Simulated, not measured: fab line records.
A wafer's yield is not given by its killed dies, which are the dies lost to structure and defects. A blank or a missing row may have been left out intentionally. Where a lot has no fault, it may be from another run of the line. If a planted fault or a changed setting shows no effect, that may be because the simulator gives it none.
Comparing a struck lot with a sound one || flow n5Finfet || 15 out of 1938 route steps
Sound: these wafers, L603.1, L603.3, L603.6. Wafers struck: L615.3, L615.4, L615.6. The cause comes at the end.
Per side, at each step with rows, come the tool, then ch with its chambers, and then its first start. Under that, the readings that differ: sound wafers || struck wafers || difference of the means || sigmas: that difference in standard deviations of wafers without a fault.
alike: readings with means less than 2 such deviations apart, plus words and numbers identical on both sides. not compared: withheld readings, readings lacking a value on some wafer, bounds such as >300 that could conceal the same value, and numbers that have no deviation in the record and whose values overlap.
A row with sigmas, a row that says differs or no value, or rows on one side alone: a step with any of these is where the two part. Numbers that don't overlap but have no deviation are shown without sigmas and don't part them. Lack of a reading on every wafer of one side parts them only where that side has two or more wafers.

first, 1 step without rows for these wafers: N5_BEOL_M14_HARDBAKE_14 (time 120 s).
N5_BEOL_M14_CD_MEAS_10 targets a cd of 250 nm.
  sound on cdSem-03 ch 0, day 13 12:15; struck on cdSem-03 ch 0, day 16 19:56
  alike: cdNm
N5_BEOL_M14_OVL_MEAS_11:
  sound on overlay-02 ch 0, day 13 12:17; struck on overlay-01 ch 0, day 16 19:58
  alike: V13_OVL
N5_BEOL_M14_INSPECT_12: inspects for defects (macro).
  struck on defectInspect-02, day 16 19:59; sound on defectInspect-02, day 13 12:18
  alike: rawDefectCount
N5_BEOL_M14_DESCUM_15: chemistry O2, time 7.9 s.
  sound on rieDiel-04 ch 0,1,3, day 13 12:31; struck on rieDiel-04 ch 0,2,3, day 16 20:17
  alike: drypumpMotorCurrentA, oesProductAu, rfVppV, showerheadPlenumPTorr, throttleValvePct
  not compared: rfHoursCounterH
N5_BEOL_M14_ETCH_59: etches BARC in N2/H2, target depth 89 nm, overetch 26.7 nm, time 67.9 s.
  sound on rieDiel-04 ch 0,1,3, day 13 12:33; struck on rieDiel-04 ch 0,2,3, day 16 20:19
  alike: drypumpMotorCurrentA, oesProductAu, rfVppV, showerheadPlenumPTorr, throttleValvePct
  not compared: rfHoursCounterH
N5_BEOL_M14_VIA_ETCH_16: etches SiO2 in C4F8/O2/Ar, target depth 1231.3 nm.
  sound on rieDiel-04 ch 0,1,3, day 13 12:37; struck on rieDiel-04 ch 0,2,3, day 16 20:22
  alike: drypumpMotorCurrentA, oesProductAu, rfVppV, showerheadPlenumPTorr, throttleValvePct
N5_BEOL_M14_STRIP_63: strips in O2.
  sound on rieDiel-04 ch 0,1,3; struck on rieDiel-04 ch 0,2,3
  alike: drypumpMotorCurrentA, oesProductAu, rfVppV, showerheadPlenumPTorr, throttleValvePct
  not compared: rfHoursCounterH
N5_BEOL_M14_STRIP_64: strips in O2.
  sound on rieDiel-04 ch 0,1,3; struck on rieDiel-04 ch 0,2,3
  alike: drypumpMotorCurrentA, oesProductAu, rfVppV, showerheadPlenumPTorr, throttleValvePct
  not compared: rfHoursCounterH
then, 2 steps without rows for these wafers: N5_BEOL_M14_STRIP_71 (strips in post etch residue remover, time 60 s); N5_BEOL_M14_SRD_72 (time 30 s, dry time 30 s).
N5_BEOL_M14_CD_MEAS_17 targets a cd of 250 nm.
  struck on cdSem-02, day 16 20:44; sound on cdSem-03, day 13 12:57
  alike: cdNm
N5_BEOL_M14_COAT_65: time 60 s, resist thk 450 nm.
  sound on lithoTrack-03 ch 0, day 13 12:59; struck on lithoTrack-01 ch 0, day 16 20:46
{"reading": "heaterPowerTotalW (W)", "sound": "500.5 499.4 500.0", "struck": "467.6 470.0 470.8", "difference": -30.5, "sigmas": -17}
{"reading": "plateTempC (C)", "sound": "249.90 250.23 250.08", "struck": "237.86 237.55 237.78", "difference": -12.34, "sigmas": -69}
{"reading": "model.SOC_of_BEOL_M14_COAT_65.thkNm (nm)", "sound": "450.2 450.8 449.8", "struck": "453 452.2 454", "difference": "+3", "sigmas": ""}
then, 1 step without rows for these wafers: N5_BEOL_M14_COAT_66 (time 60 s, resist thk 110 nm).
N5_PASSIVATION_PROBE_49:
  struck on prober-02, day 18 08:26; sound on prober-01, day 14 22:13
{"reading": "killedAtFrontEnd", "sound": "52 51 54", "struck": "30 27 27", "difference": -24, "sigmas": -2}
  alike: defectLimitedYield, killed_at_M0_to_M3, killed_at_M4_up, killedAtContacts, killedAtOther, killedDies, killedOnRim, killedOpen, killedShort, sort_bin_5_function, sort_bin_6_memory, sort_bin_8_speed, sortNPass, sortYieldPct

WHERE THEY PART
At N5_BEOL_M14_COAT_65 first; at N5_PASSIVATION_PROBE_49 last (within this record only).

WHY: what the simulator had put in
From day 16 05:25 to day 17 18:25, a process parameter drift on lithoTrack-01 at N5_BEOL_M14_COAT_65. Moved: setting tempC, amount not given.
